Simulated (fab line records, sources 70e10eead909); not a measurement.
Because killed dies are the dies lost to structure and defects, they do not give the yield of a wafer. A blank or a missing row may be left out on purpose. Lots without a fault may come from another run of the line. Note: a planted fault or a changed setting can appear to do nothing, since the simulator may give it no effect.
A lot that was struck, set against a sound lot | flow nand_harc | 24 steps out of a route of 1302
Sound: the wafers L791.2, L791.3, L791.6. Struck: wafers L781.1, L781.4, L781.6. Last of all comes the cause.
Order at every step that has rows: each side's tool, ch and its chambers, its first start. Under that, the readings that differ: sound wafers | struck wafers | difference of the means | sigmas: that difference in standard deviations of wafers without a fault.
alike: same words and numbers on both sides, and readings whose means sit less than 2 such deviations apart. not compared: any withheld reading, any reading some wafer has no value for, any bound like >300 that may hide the same value, and any number with overlapping values for which the record gives no deviation.
Wherever a step has rows on one side only, a row that says differs or no value, or a row with sigmas, the two part there. Numbers that have no deviation but don't overlap get no sigmas and don't part them. A reading missing from all wafers of one side parts the sides only when that side holds two or more wafers.

first, 1 step without rows for these wafers: NHARC_P_CONTACT_DEP_00 (deposits SiO2, target thk 500 nm).
NHARC_P_CONTACT_CMP_01: polishes SiO2, target thk 200 nm.
  sound on cmp-04 ch 1,3, day 14 07:43; struck on cmp-03 ch 0,2,3, day 10 10:02
  alike: motor_current_A, slurry_filter_dp_kPa
then, 9 steps without rows for these wafers: NHARC_P_CONTACT_SRD_03; NHARC_P_CONTACT_DEHYDRATE_04 (time 120 s); NHARC_P_CONTACT_HMDS_05 (time 30 s); NHARC_P_CONTACT_COAT_33 (time 75 s); NHARC_P_CONTACT_COAT_34 (time 65 s); NHARC_P_CONTACT_COAT_06 (resist thk 90 nm); NHARC_P_CONTACT_SOFTBAKE_07 (time 55 s); NHARC_P_CONTACT_EBR_08; NHARC_P_CONTACT_EXPOSE_09 (exposes mask P CA, target cd 90 nm).
NHARC_P_CONTACT_PEB_10: peb time 65 s.
  sound on litho_track-04 ch 0, day 14 08:28; struck on litho_track-06 ch 0, day 10 10:47
  reading                  | sound              | struck               | difference | sigmas
  heater_power_total_W (W) | 156.0 156.9 156.2  | 188.2 188.3 188.3    | +31.9      | +78
  plate_temp_C (C)         | 99.89 99.93 100.13 | 114.49 114.52 114.43 | +14.50     | +99 or more
then, 1 step without rows for these wafers: NHARC_P_CONTACT_DEVELOP_11 (develop time 35 s).
NHARC_P_CONTACT_CD_MEAS_12 targets a cd of 90 nm.
  sound on cd_sem-02 ch 0, day 14 08:33; struck on cd_sem-03 ch 0, day 10 10:52
  reading    | sound          | struck            | difference | sigmas
  cd_nm (nm) | 91.3 91.2 90.0 | 121.5 120.5 120.2 | +29.9      | +32
NHARC_P_CONTACT_OVL_MEAS_13:
  sound on overlay-01, day 14 08:38; struck on overlay-01, day 10 10:58
  alike: overlay_x_nm, overlay_y_nm
NHARC_P_CONTACT_INSPECT_14:
  sound on defect_inspect-01, day 14 08:40; struck on defect_inspect-01, day 10 11:00
  alike: raw_defect_count
NHARC_P_CONTACT_DESCUM_17: chemistry O2, time 3 s.
  sound on rie_diel-08 ch 0,3, day 14 08:44; struck on rie_diel-08 ch 0,1,2, day 10 11:05
  reading                    | sound            | struck            | difference | sigmas
  model.P_CONTACT.cd_nm (nm) | 90.85 91.1 89.66 | 121.7 121.1 121.1 | +30.8      |
  alike: drypump_motor_current_A, oes_product_au, rf_vpp_V, showerhead_plenum_p_Torr, throttle_valve_pct
  not compared: rf_hours_counter_h
NHARC_P_CONTACT_ETCH_35: etches the open film in CF4, target depth 39 nm, time 65 s.
  sound on rie_diel-08 ch 2,3, day 14 08:49; struck on rie_diel-08 ch 0,2,3, day 10 11:09
  alike: drypump_motor_current_A, oes_product_au, rf_vpp_V, showerhead_plenum_p_Torr, throttle_valve_pct
  not compared: rf_hours_counter_h
NHARC_P_CONTACT_ETCH_36: etches the open film in N2/H2, target depth 260 nm, time 406.25 s.
  sound on rie_diel-08 ch 0,1; struck on rie_diel-08 ch 0,2,3
  alike: drypump_motor_current_A, oes_product_au, rf_vpp_V, showerhead_plenum_p_Torr, throttle_valve_pct
  not compared: rf_hours_counter_h
NHARC_P_CONTACT_ETCH_18: etches the open film in C4F8/O2/Ar, target depth 481 nm, time 240.5 s.
  sound on rie_diel-08 ch 0,2; struck on rie_diel-08 ch 0,3
  alike: oes_product_au, rf_vpp_V
  not compared: rf_hours_counter_h
then, 1 step without rows for these wafers: NHARC_P_CONTACT_STRIP_37 (strips in C4F8/O2/Ar).
NHARC_P_CONTACT_ETCH_31: etches the open film in CH3F/O2, target depth 30 nm, time 85.7 s.
  sound on rie_diel-08 ch 0,2,3; struck on rie_diel-08 ch 0,1,2
  reading                    | sound             | struck            | difference | sigmas
  model.P_CONTACT.cd_nm (nm) | 89.11 88.19 87.27 | 119.9 121.1 121.2 | +32.5      |
  alike: drypump_motor_current_A, oes_product_au, rf_vpp_V, showerhead_plenum_p_Torr, throttle_valve_pct
  not compared: rf_hours_counter_h
NHARC_P_CONTACT_CD_MEAS_19:
  sound on cd_sem-03, day 14 09:37; struck on cd_sem-02, day 10 11:56
  reading    | sound          | struck            | difference | sigmas
  cd_nm (nm) | 89.1 88.3 87.0 | 120.4 120.9 121.1 | +32.7      | +16
NHARC_P_CONTACT_STRIP_28: strips in O2.
  sound on rie_diel-06 ch 1,2, day 14 09:41; struck on rie_diel-08 ch 2,3, day 10 12:01
  alike: drypump_motor_current_A, oes_product_au, rf_vpp_V, showerhead_plenum_p_Torr, throttle_valve_pct
  not compared: rf_hours_counter_h

== WHERE THEY PART ==
Last at NHARC_P_CONTACT_CD_MEAS_19 as far as this record goes, first at NHARC_P_CONTACT_PEB_10. Later steps at which nothing parts them and some readings are alike: NHARC_P_CONTACT_STRIP_28.

WHY: whatever the simulator had introduced
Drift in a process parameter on litho_track-06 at NHARC_P_CONTACT_PEB_10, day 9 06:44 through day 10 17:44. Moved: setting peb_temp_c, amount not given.
